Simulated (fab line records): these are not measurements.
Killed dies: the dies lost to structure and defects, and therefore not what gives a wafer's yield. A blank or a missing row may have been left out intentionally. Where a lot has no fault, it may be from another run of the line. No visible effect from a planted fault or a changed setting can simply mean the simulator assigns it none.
A struck lot beside a sound one | flow nand harc | 14 steps out of a route of 1159
Sound: these wafers, L787.3, L787.4, L787.5. Struck: wafers L798.3, L798.6. (L798.2 of the same lot was not struck and is left out.) The cause comes at the end.
Order at every step that has rows: each side's tool, ch and its chambers, its first start. Under that, the readings that differ: sound wafers | struck wafers | difference of the means | sigmas: that difference in standard deviations of wafers without a fault.
alike: a reading whose means differ by less than 2 such deviations, as well as words and numbers matching on both sides. not compared: withheld readings; readings where some wafer has no value; bounds like >300 that might hide an equal value; numbers whose values overlap and for which the record gives no deviation.
Wherever a step has rows on one side only, a row that says differs or no value, or a row with sigmas, the two part there. Numbers that don't overlap but have no deviation are shown without sigmas and don't part them. A reading that every wafer of one side lacks parts them only if that side has two wafers or more.

NHARC_A_CHANNEL_FILL_D1_ALD_15: deposits SiNx, target thk 2 nm, pulse time 60 s, ald cycles 19.
  sound: ald sin batch-01 ch 0; struck: ald sin batch-02 ch 0
  alike: precursor pulse height rel
  not compared: ald cycles
then, 3 steps without rows for these wafers: NHARC_A_CHANNEL_FILL_D1_ALD_16 (deposits SiO2, target thk 1.5 nm, pulse time 10 s, ald cycles 15); NHARC_A_CHANNEL_FILL_D1_ANNEAL_17 (time 1800 s); NHARC_A_CHANNEL_FILL_D1_CVD_18 (deposits poly-Si, target thk 3 nm).
NHARC_A_CHANNEL_FILL_D1_ETCHBACK_19: etches the open film in HBr/Cl2, target depth 5 nm, time 1.7 s.
  sound on rie si-04 ch 1,2,3, day 9 23:55; struck on rie si-06 ch 0,2, day 12 17:28
  reading               | sound             | struck      | difference | sigmas
  oes product au (a.u.) | 0.981 0.988 0.993 | 1.019 0.995 | +0.020     | +3
  alike: drypump motor current A, hbr flow sccm, throttle valve pct
  not compared: rf hours counter h
NHARC_A_CHANNEL_FILL_D1_ETCHBACK_20: etches the open film in C4F8/O2/Ar, target depth 27 nm, time 13.5 s.
  sound on rie diel-06 ch 2,3, day 10 00:02; struck on rie diel-10 ch 1,2, day 12 17:34
  alike: oes product au, rf vpp V
  not compared: rf hours counter h
NHARC_A_CHANNEL_FILL_D1_STRIP_28: strips in O2, time 20 s.
  sound on rie diel-06 ch 0,2,3, day 10 00:07; struck on rie diel-10 ch 0,1, day 12 17:41
  alike: drypump motor current A, mfc ar sccm, oes product au, rf vpp V, showerhead plenum p Torr, throttle valve pct
  not compared: rf hours counter h
then, 4 steps without rows for these wafers: NHARC_A_CHANNEL_FILL_D1_PRECLEAN_21 (cleans in dHF, time 30 s); NHARC_A_CHANNEL_FILL_D1_SRD_23; NHARC_A_CHANNEL_FILL_D1_CVD_05 (deposits poly-Si, target thk 5 nm); NHARC_A_CHANNEL_FILL_D1_ANNEAL_22 (time 7200 s).
NHARC_A_CHANNEL_FILL_D1_ALD_25: deposits SiOx, target thk 60 nm, pulse time 10 s, ald cycles 600.
  sound on ald hk-02 ch 0,1, day 10 12:28; struck on ald hk-04 ch 2,3, day 13 05:49
  reading    | sound       | struck  | difference | sigmas
  ald cycles | 600 600 600 | 551 551 | -49        |
  alike: heater power outer w, heater power w, precursor pulse height rel
NHARC_A_CHANNEL_FILL_D1_ETCHBACK_08: etches the open film in C4F8, target depth 220 nm, time 110 s.
  sound: rie diel-11 ch 0,2,3; struck: rie diel-11 ch 1
  alike: oes product au, rf vpp V
  not compared: rf hours counter h
after that, 1 step had no rows for these wafers: NHARC_END_SORT_01.

## WHERE THEY PART
Only at NHARC_A_CHANNEL_FILL_D1_ETCHBACK_19, as far as this record shows. Later steps at which nothing parts them and some readings are alike: NHARC_A_CHANNEL_FILL_D1_ETCHBACK_20, NHARC_A_CHANNEL_FILL_D1_STRIP_28, NHARC_A_CHANNEL_FILL_D1_ALD_25, NHARC_A_CHANNEL_FILL_D1_ETCHBACK_08.

WHY: whatever the simulator had introduced
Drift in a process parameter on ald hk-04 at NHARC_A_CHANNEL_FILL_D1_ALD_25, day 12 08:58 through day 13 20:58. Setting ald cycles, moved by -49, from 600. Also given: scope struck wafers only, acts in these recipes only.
